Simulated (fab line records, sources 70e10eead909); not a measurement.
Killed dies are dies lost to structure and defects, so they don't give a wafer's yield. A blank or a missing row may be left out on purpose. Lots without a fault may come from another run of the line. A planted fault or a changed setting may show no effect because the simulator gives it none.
Which tool did it? | flow nand_harc | 24 lots, 72 wafers sampled, at 6 steps of a route of 1302

WHAT THE GAUGES READ, wafer by wafer
NHARC_P_ZERO_WELL_CD_MEAS_37: target cd 720 nm.
lot  | measured     | on        | cd_nm (nm)
L074 | day 2 00:09  | cd_sem-01 | 718.8 718.9 716.8
L075 | day 2 10:13  | cd_sem-01 | 719.9 719.1 719.7
L076 | day 2 20:04  | cd_sem-03 | 722.9 722.7 718.3
L077 | day 3 06:13  | cd_sem-01 | 718.6 719.0 720.8
L078 | day 3 16:19  | cd_sem-02 | 718.5 719.0 720.1
L079 | day 4 04:02  | cd_sem-03 | 718.5 717.5 718.6
L080 | day 4 12:03  | cd_sem-01 | 717.7 718.0 719.6
L081 | day 4 22:05  | cd_sem-01 | 718.6 717.2 718.5
L082 | day 5 08:20  | cd_sem-03 | 719.1 721.9 717.7
L083 | day 5 18:05  | cd_sem-01 | 717.6 720.6 721.3
L084 | day 6 04:21  | cd_sem-01 | 721.5 720.6 723.8
L085 | day 6 14:13  | cd_sem-03 | 720.4 717.0 716.4
L086 | day 7 00:08  | cd_sem-02 | 718.7 716.4 719.4
L087 | day 7 10:17  | cd_sem-02 | 719.6 716.4 718.0
L088 | day 7 20:15  | cd_sem-01 | 718.1 719.6 716.8
L089 | day 8 06:20  | cd_sem-01 | 720.7 720.7 721.5
L090 | day 8 16:25  | cd_sem-03 | 721.6 720.2 721.6
L091 | day 9 02:16  | cd_sem-02 | 718.3 718.3 717.4
L092 | day 9 12:06  | cd_sem-02 | 720.3 717.6 719.4
L093 | day 9 22:25  | cd_sem-01 | 721.8 718.3 718.8
L094 | day 10 08:16 | cd_sem-03 | 722.6 717.3 722.6
L095 | day 10 18:07 | cd_sem-01 | 719.9 719.7 720.0
L096 | day 11 04:49 | cd_sem-02 | 719.4 720.0 720.0
L097 | day 11 13:59 | cd_sem-02 | 719.1 717.0 718.8

NHARC_P_CONTACT_CD_MEAS_12: target cd 90 nm.
lot  | measured     | on        | cd_nm (nm)
L074 | day 5 16:58  | cd_sem-01 | 89.9 89.2 90.0
L075 | day 6 08:10  | cd_sem-03 | 89.6 89.9 89.9
L076 | day 6 12:29  | cd_sem-03 | 89.8 89.0 88.8
L077 | day 7 02:12  | cd_sem-02 | 89.7 91.2 90.2
L078 | day 7 17:47  | cd_sem-01 | 89.7 90.1 90.3
L079 | day 8 07:31  | cd_sem-02 | 88.2 88.9 89.2
L080 | day 8 06:22  | cd_sem-03 | 89.5 90.0 88.8
L081 | day 8 17:49  | cd_sem-03 | 88.8 89.4 89.2
L082 | day 9 11:00  | cd_sem-01 | 89.9 89.8 88.8
L083 | day 9 17:57  | cd_sem-01 | 90.5 89.4 89.4
L084 | day 10 05:35 | cd_sem-03 | 89.5 89.6 89.5
L085 | day 10 23:01 | cd_sem-01 | 89.4 90.1 89.6
L086 | day 10 23:55 | cd_sem-02 | 89.6 89.6 89.5
L087 | day 11 05:35 | cd_sem-02 | 89.8 89.6 90.8
L088 | day 12 01:14 | cd_sem-03 | 90.0 91.1 90.5
L089 | day 11 22:42 | cd_sem-02 | 90.6 91.0 90.6
L090 | day 12 15:43 | cd_sem-01 | 89.3 89.7 89.0
L091 | day 12 22:28 | cd_sem-03 | 89.9 89.3 88.5
L092 | day 13 10:47 | cd_sem-03 | 89.5 89.1 88.4
L093 | day 13 15:20 | cd_sem-03 | 90.1 90.7 90.4
L094 | day 14 08:50 | cd_sem-02 | 89.8 88.7 89.5
L095 | day 14 09:04 | cd_sem-01 | 90.0 89.6 90.0
L096 | day 15 00:30 | cd_sem-03 | 90.9 90.1 90.5
L097 | day 15 08:09 | cd_sem-02 | 89.5 90.0 90.3

WHICH TOOL RAN EACH LOT (tool, then ch and the chambers of the sampled wafers, then the start)
lot  | NHARC_P_ZERO_WELL_ETCH_62                     | NHARC_P_ZERO_WELL_ETCH_63        | NHARC_P_ZERO_WELL_DESCUM_39        | NHARC_P_GATE_STRIP_112
L074 | rie_diel-12 ch 1,2,3, day 1 21:34 or earlier  | rie_si-03 ch 0,1,2, day 1 21:34  | rie_diel-01 ch 0,3, day 2 00:19    | plasma_asher-02 ch 0,1, day 5 11:07
L075 | rie_diel-12 ch 1,2, day 2 07:43 or earlier    | rie_si-03 ch 1,3, day 2 07:43    | rie_diel-12 ch 1,2,3, day 2 10:30  | plasma_asher-02 ch 0,1, day 6 02:26
L076 | rie_diel-01 ch 0,1, day 2 17:47 or earlier    | rie_si-01 ch 0,1,2, day 2 17:47  | rie_diel-12 ch 1,2,3, day 2 20:15  | plasma_asher-02 ch 0,1, day 6 06:40
L077 | rie_diel-04 ch 0,1,3, day 3 03:41 or earlier  | rie_si-01 ch 0,1,2, day 3 03:41  | rie_diel-01 ch 1,2,3, day 3 06:24  | plasma_asher-02 ch 0, day 6 20:21
L078 | rie_diel-04 ch 0,1,2, day 3 13:40 or earlier  | rie_si-02 ch 0,1,2, day 3 13:40  | rie_diel-04 ch 0,1,3, day 3 16:30  | plasma_asher-01 ch 0, day 7 12:06
L079 | rie_diel-04 ch 0,1,3, day 3 23:41 or earlier  | rie_si-01 ch 0,1,2, day 3 23:41  | rie_diel-04 ch 0,1,2, day 4 04:12  | plasma_asher-02 ch 0,1, day 8 01:10
L080 | rie_diel-04 ch 1,2,3, day 4 09:38 or earlier  | rie_si-03 ch 0,2,3, day 4 09:38  | rie_diel-04 ch 0,1, day 4 12:13    | plasma_asher-02 ch 0,1, day 8 00:35
L081 | rie_diel-04 ch 1,3, day 4 19:40 or earlier    | rie_si-02 ch 1,2,3, day 4 19:40  | rie_diel-04 ch 0,1, day 4 22:15    | plasma_asher-01 ch 0, day 8 11:49
L082 | rie_diel-12 ch 0,1,2, day 5 05:46 or earlier  | rie_si-03 ch 1,3, day 5 05:46    | rie_diel-04 ch 2,3, day 5 08:29    | plasma_asher-02 ch 0,1, day 9 05:17
L083 | rie_diel-04 ch 1,2,3, day 5 15:40 or earlier  | rie_si-01 ch 1,3, day 5 15:40    | rie_diel-01 ch 0,2,3, day 5 18:17  | plasma_asher-01 ch 0,1, day 9 12:01
L084 | rie_diel-01 ch 2,3, day 6 01:47 or earlier    | rie_si-02 ch 0,1, day 6 01:47    | rie_diel-04 ch 0,3, day 6 04:32    | plasma_asher-02 ch 0,1, day 9 23:47
L085 | rie_diel-04 ch 0,1, day 6 11:34 or earlier    | rie_si-01 ch 1,3, day 6 11:34    | rie_diel-01 ch 0,1,3, day 6 14:24  | plasma_asher-01 ch 0, day 10 17:28
L086 | rie_diel-04 ch 0,1,3, day 6 21:39 or earlier  | rie_si-02 ch 1,2, day 6 21:39    | rie_diel-12 ch 0,2,3, day 7 00:18  | plasma_asher-01 ch 0,1, day 10 18:01
L087 | rie_diel-12 ch 1,3, day 7 07:51 or earlier    | rie_si-02 ch 0,2,3, day 7 07:51  | rie_diel-01 ch 0,3, day 7 10:28    | plasma_asher-01 ch 0,1, day 10 23:36
L088 | rie_diel-12 ch 0,2, day 7 17:40 or earlier    | rie_si-02 ch 0,2,3, day 7 17:40  | rie_diel-04 ch 0,1, day 7 20:25    | plasma_asher-01 ch 0,1, day 11 19:22
L089 | rie_diel-12 ch 1,2,3, day 8 03:46 or earlier  | rie_si-03 ch 0,1,3, day 8 03:46  | rie_diel-01 ch 1,2,3, day 8 06:29  | plasma_asher-01 ch 0,1, day 11 16:51
L090 | rie_diel-01 ch 2,3, day 8 13:47 or earlier    | rie_si-03 ch 0,2,3, day 8 13:47  | rie_diel-01 ch 0,2, day 8 16:34    | plasma_asher-01 ch 1, day 12 09:50
L091 | rie_diel-12 ch 1,2,3, day 8 23:42 or earlier  | rie_si-02 ch 2,3, day 8 23:42    | rie_diel-01 ch 1,2,3, day 9 02:26  | plasma_asher-02 ch 0,1, day 12 16:43
L092 | rie_diel-01 ch 0,1, day 9 09:41 or earlier    | rie_si-02 ch 0,1,2, day 9 09:41  | rie_diel-12 ch 2,3, day 9 12:51    | plasma_asher-01 ch 0,1, day 13 04:46
L093 | rie_diel-04 ch 0,3, day 9 19:57 or earlier    | rie_si-01 ch 1,2, day 9 19:57    | rie_diel-04 ch 0,1,3, day 9 22:35  | plasma_asher-02 ch 0,1, day 13 09:32
L094 | rie_diel-12 ch 1,2, day 10 05:40 or earlier   | rie_si-01 ch 1,2,3, day 10 05:40 | rie_diel-04 ch 1,3, day 10 08:25   | plasma_asher-01 ch 1, day 14 03:01
L095 | rie_diel-01 ch 0,1, day 10 15:41 or earlier   | rie_si-02 ch 1,2,3, day 10 15:41 | rie_diel-12 ch 0,1, day 10 18:16   | plasma_asher-02 ch 0,1, day 14 03:14
L096 | rie_diel-01 ch 0,1, day 11 02:11 or earlier   | rie_si-01 ch 0,1,2, day 11 02:11 | rie_diel-01 ch 0,1,2, day 11 05:00 | plasma_asher-01 ch 0,1, day 14 18:49
L097 | rie_diel-01 ch 0,2,3, day 11 11:41 or earlier | rie_si-01 ch 0,1,3, day 11 11:41 | rie_diel-04 ch 1,3, day 11 14:09   | plasma_asher-01 ch 0,1, day 15 02:25
- NHARC_P_ZERO_WELL_ETCH_62: etches the open film in CHF3/Ar, target depth 13 nm, time 6.5 s.
- NHARC_P_ZERO_WELL_ETCH_63: etches the open film in HBr/Cl2, target depth 120 nm, time 40.1 s.
- NHARC_P_ZERO_WELL_DESCUM_39: chemistry O2, time 3 s.
- NHARC_P_GATE_STRIP_112: strips in N2/H2, time 200 s.

WHAT THE TOOLS THEMSELVES READ (means of the sampled wafers that have a number; where no wafer has one, the mark that the record gives instead)
NHARC_P_ZERO_WELL_ETCH_62.
lot  | tool        | drypump_motor_current_A (A) | oes_product_au (a.u.) | rf_vpp_V (V) | showerhead_plenum_p_Torr (Torr) | throttle_valve_pct (%)
L074 | rie_diel-12 | 5.6                         | 0.967                 | 371.8        | 2.43                            | 20.219
L075 | rie_diel-12 | 5.5                         | 0.948                 | 371.9        | 2.40                            | 20.215
L076 | rie_diel-01 | 5.7                         | 0.947                 | 372.0        | 2.44                            | 20.211
L077 | rie_diel-04 | 6.0                         | 0.976                 | 368.8        | 2.27                            | 20.227
L078 | rie_diel-04 | 5.9                         | 0.927                 | 368.2        | 2.25                            | 20.219
L079 | rie_diel-04 | 6.0                         | 0.981                 | 368.9        | 2.26                            | 20.216
L080 | rie_diel-04 | 5.4                         | 0.974                 | 368.8        | 2.25                            | 20.223
L081 | rie_diel-04 | 5.6                         | 0.968                 | 368.5        | 2.26                            | 20.216
L082 | rie_diel-12 | 5.8                         | 0.958                 | 371.0        | 2.34                            | 20.229
L083 | rie_diel-04 | 5.4                         | 0.970                 | 369.3        | 2.25                            | 20.216
L084 | rie_diel-01 | 5.9                         | 0.956                 | 370.0        | 2.32                            | 20.223
L085 | rie_diel-04 | 6.4                         | 0.987                 | 369.6        | 2.26                            | 20.213
L086 | rie_diel-04 | 6.0                         | 0.981                 | 368.2        | 2.26                            | 20.222
L087 | rie_diel-12 | 5.7                         | 0.942                 | 373.6        | 2.45                            | 20.216
L088 | rie_diel-12 | 6.0                         | 0.973                 | 368.3        | 2.22                            | 20.213
L089 | rie_diel-12 | 5.6                         | 0.949                 | 371.8        | 2.41                            | 20.221
L090 | rie_diel-01 | 5.8                         | 0.955                 | 368.9        | 2.28                            | 20.205
L091 | rie_diel-12 | 5.6                         | 0.968                 | 371.9        | 2.41                            | 20.219
L092 | rie_diel-01 | 5.6                         | 0.979                 | 372.8        | 2.44                            | 20.214
L093 | rie_diel-04 | 5.9                         | 0.956                 | 367.6        | 2.21                            | 20.222
L094 | rie_diel-12 | 5.6                         | 0.962                 | 372.2        | 2.44                            | 20.217
L095 | rie_diel-01 | 5.7                         | 0.968                 | 372.4        | 2.42                            | 20.207
L096 | rie_diel-01 | 5.7                         | 0.935                 | 371.8        | 2.41                            | 20.215
L097 | rie_diel-01 | 5.8                         | 0.961                 | 369.9        | 2.32                            | 20.216

NHARC_P_ZERO_WELL_ETCH_63.
lot  | tool      | drypump_motor_current_A (A) | mfc_cl2_sccm (sccm) | oes_product_au (a.u.) | throttle_valve_pct (%)
L074 | rie_si-03 | 5.7                         | 49.97               | 0.997                 | 26.392
L075 | rie_si-03 | 5.5                         | 50.05               | 0.986                 | 26.398
L076 | rie_si-01 | 5.7                         | 50.09               | 1.000                 | 26.410
L077 | rie_si-01 | 5.6                         | 49.94               | 1.003                 | 26.406
L078 | rie_si-02 | 6.3                         | 50.00               | 1.011                 | 26.408
L079 | rie_si-01 | 5.6                         | 50.08               | 0.999                 | 26.400
L080 | rie_si-03 | 5.9                         | 49.91               | 1.004                 | 26.403
L081 | rie_si-02 | 6.0                         | 50.06               | 1.007                 | 26.402
L082 | rie_si-03 | 5.8                         | 49.88               | 1.008                 | 26.413
L083 | rie_si-01 | 6.0                         | 49.99               | 0.988                 | 26.409
L084 | rie_si-02 | 6.2                         | 50.08               | 1.009                 | 26.407
L085 | rie_si-01 | 6.0                         | 50.14               | 0.988                 | 26.401
L086 | rie_si-02 | 6.4                         | 49.94               | 1.010                 | 26.406
L087 | rie_si-02 | 6.0                         | 49.99               | 1.010                 | 26.403
L088 | rie_si-02 | 6.0                         | 50.07               | 1.003                 | 26.404
L089 | rie_si-03 | 5.7                         | 50.08               | 1.009                 | 26.399
L090 | rie_si-03 | 5.9                         | 49.83               | 1.009                 | 26.409
L091 | rie_si-02 | 5.7                         | 50.02               | 1.018                 | 26.402
L092 | rie_si-02 | 6.3                         | 50.03               | 1.005                 | 26.408
L093 | rie_si-01 | 5.9                         | 50.08               | 1.004                 | 26.409
L094 | rie_si-01 | 5.8                         | 50.01               | 0.999                 | 26.406
L095 | rie_si-02 | 6.0                         | 50.05               | 1.006                 | 26.402
L096 | rie_si-01 | 5.7                         | 50.10               | 1.008                 | 26.408
L097 | rie_si-01 | 5.8                         | 49.99               | 1.001                 | 26.404

NHARC_P_ZERO_WELL_DESCUM_39.
lot  | tool        | drypump_motor_current_A (A) | oes_product_au (a.u.) | rf_vpp_V (V) | showerhead_plenum_p_Torr (Torr) | throttle_valve_pct (%)
L074 | rie_diel-01 | 5.7                         | 0.997                 | 58.1         | 1.94                            | 11.317
L075 | rie_diel-12 | 5.6                         | 1.001                 | 57.5         | 1.99                            | 11.312
L076 | rie_diel-12 | 5.6                         | 1.008                 | 58.6         | 1.99                            | 11.310
L077 | rie_diel-01 | 5.8                         | 0.993                 | 57.9         | 1.93                            | 11.308
L078 | rie_diel-04 | 5.9                         | 1.009                 | 56.7         | 1.85                            | 11.308
L079 | rie_diel-04 | 5.9                         | 1.003                 | 56.8         | 1.83                            | 11.312
L080 | rie_diel-04 | 6.4                         | 1.011                 | 57.3         | 1.84                            | 11.308
L081 | rie_diel-04 | 6.4                         | 1.004                 | 57.1         | 1.84                            | 11.323
L082 | rie_diel-04 | 5.2                         | 0.998                 | 57.2         | 1.78                            | 11.317
L083 | rie_diel-01 | 5.8                         | 1.005                 | 57.4         | 1.91                            | 11.300
L084 | rie_diel-04 | 6.3                         | 1.005                 | 57.4         | 1.80                            | 11.307
L085 | rie_diel-01 | 5.7                         | 1.011                 | 57.6         | 1.94                            | 11.304
L086 | rie_diel-12 | 5.7                         | 1.007                 | 58.5         | 1.88                            | 11.314
L087 | rie_diel-01 | 5.8                         | 0.999                 | 57.7         | 1.88                            | 11.302
L088 | rie_diel-04 | 6.1                         | 1.000                 | 57.2         | 1.88                            | 11.315
L089 | rie_diel-01 | 5.7                         | 0.996                 | 57.3         | 1.92                            | 11.313
L090 | rie_diel-01 | 5.8                         | 1.013                 | 57.3         | 1.95                            | 11.317
L091 | rie_diel-01 | 5.7                         | 1.000                 | 57.9         | 1.92                            | 11.315
L092 | rie_diel-12 | 5.5                         | 1.005                 | 58.0         | 1.94                            | 11.313
L093 | rie_diel-04 | 6.0                         | 1.012                 | 58.1         | 1.83                            | 11.301
L094 | rie_diel-04 | 5.7                         | 1.005                 | 56.9         | 1.87                            | 11.309
L095 | rie_diel-12 | 6.1                         | 0.994                 | 58.0         | 1.85                            | 11.309
L096 | rie_diel-01 | 5.7                         | 1.004                 | 57.3         | 1.96                            | 11.312
L097 | rie_diel-04 | 5.6                         | 0.994                 | 57.1         | 1.83                            | 11.306

NHARC_P_GATE_STRIP_112.
lot  | tool            | drypump_motor_current_A (A) | heater_power_w (W)
L074 | plasma_asher-02 | 5.8                         | 89
L075 | plasma_asher-02 | 5.8                         | 91
L076 | plasma_asher-02 | 5.8                         | 90
L077 | plasma_asher-02 | 5.9                         | 93
L078 | plasma_asher-01 | 6.0                         | 107
L079 | plasma_asher-02 | 5.8                         | 85
L080 | plasma_asher-02 | 5.8                         | 89
L081 | plasma_asher-01 | 6.0                         | 112
L082 | plasma_asher-02 | 5.8                         | 90
L083 | plasma_asher-01 | 5.7                         | 106
L084 | plasma_asher-02 | 5.8                         | 91
L085 | plasma_asher-01 | 6.0                         | 114
L086 | plasma_asher-01 | 5.7                         | 108
L087 | plasma_asher-01 | 5.6                         | 107
L088 | plasma_asher-01 | 5.7                         | 107
L089 | plasma_asher-01 | 5.7                         | 106
L090 | plasma_asher-01 | 5.0                         | 94
L091 | plasma_asher-02 | 5.8                         | 83
L092 | plasma_asher-01 | 5.3                         | 101
L093 | plasma_asher-02 | 5.8                         | 88
L094 | plasma_asher-01 | 5.0                         | 94
L095 | plasma_asher-02 | 5.9                         | 89
L096 | plasma_asher-01 | 5.3                         | 100
L097 | plasma_asher-01 | 5.7                         | 106

THE ANSWER, worked out from the rows above alone
Rule: what is usual is taken from the lots themselves. Put in order of their means at a reading, lots are off if they are a third of the lots or fewer, leave a main group of 4 or more, and stand apart from it by a gap of 3 or more times the standard deviation of the main group's means; of several such gaps the widest counts. A main group whose means are all the same, to the digits that the tables above print for the reading, isn't used. A lot without any number at a reading at which 4 lots or more have one is off too. The other lots that the step has rows for count as sound. The gauges are gone through in route order, then the tools' own readings, and for those a lot's mean is taken as printed above. The first step at which some lot is off is used, and at that step the reading that is off furthest; a lot without a number counts as furthest.
No lot is off at any reading shown: from this, nothing can be told.

WHAT THE SIMULATOR HAD PUT IN
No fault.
